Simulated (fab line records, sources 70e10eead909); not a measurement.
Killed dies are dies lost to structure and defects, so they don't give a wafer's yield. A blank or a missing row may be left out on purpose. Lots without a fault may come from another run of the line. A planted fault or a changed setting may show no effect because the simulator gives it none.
Which tool did it? | flow nand_harc | 12 lots, 36 wafers sampled, at 2 steps of a route of 1159

WHAT THE GAUGES READ, wafer by wafer
NHARC_P_GATE_INSPECT_68.
lot  | measured     | on                | raw_defect_count
L075 | day 5 19:12  | defect_inspect-01 | 149 190 160
L076 | day 6 05:16  | defect_inspect-01 | 153 174 247
L079 | day 6 18:43  | defect_inspect-02 | 160 114 172
L081 | day 7 10:16  | defect_inspect-02 | 165 153 211
L083 | day 7 19:14  | defect_inspect-01 | 199 192 211
L086 | day 8 16:26  | defect_inspect-02 | 164 89 178
L085 | day 8 18:04  | defect_inspect-02 | 208 234 163
L089 | day 9 07:40  | defect_inspect-02 | 203 211 331
L091 | day 9 19:32  | defect_inspect-01 | 200 184 90
L093 | day 10 02:59 | defect_inspect-02 | 227 224 184
L095 | day 10 13:26 | defect_inspect-01 | 255 189 329
L097 | day 11 05:48 | defect_inspect-02 | 222 145 122

WHICH TOOL RAN EACH LOT (tool, then ch and the chambers of the sampled wafers, then the start)
lot  | NHARC_P_GATE_STRIP_75
L075 | plasma_asher-02 ch 0,1, day 5 13:25
L076 | plasma_asher-02 ch 0,1, day 5 23:48
L079 | plasma_asher-01 ch 0,1, day 6 12:59
L081 | plasma_asher-01 ch 0,1, day 7 04:43
L083 | plasma_asher-01 ch 0,1, day 7 13:03
L086 | plasma_asher-02 ch 0,1, day 8 10:41
L085 | plasma_asher-02 ch 0,1, day 8 11:51
L089 | plasma_asher-02 ch 0,1, day 9 01:47
L091 | plasma_asher-02 ch 0,1, day 9 13:58
L093 | plasma_asher-01 ch 0,1, day 9 21:15
L095 | plasma_asher-01 ch 0,1, day 10 07:47
L097 | plasma_asher-01 ch 0,1, day 10 23:59
- NHARC_P_GATE_STRIP_75: strips in O2.

THE ANSWER, worked out from the rows above alone
Rule: what is usual is taken from the lots themselves. Put in order of their means at a reading, lots are off if they are a third of the lots or fewer, leave a main group of 4 or more, and stand apart from it by a gap of 3 or more times the standard deviation of the main group's means; of several such gaps the widest counts. A main group whose means are all the same, to the digits that the tables above print for the reading, isn't used. A lot without any number at a reading at which 4 lots or more have one is off too. The other lots that the step has rows for count as sound.
No lot is off at any reading shown: from this, nothing can be told.

WHAT THE SIMULATOR HAD PUT IN
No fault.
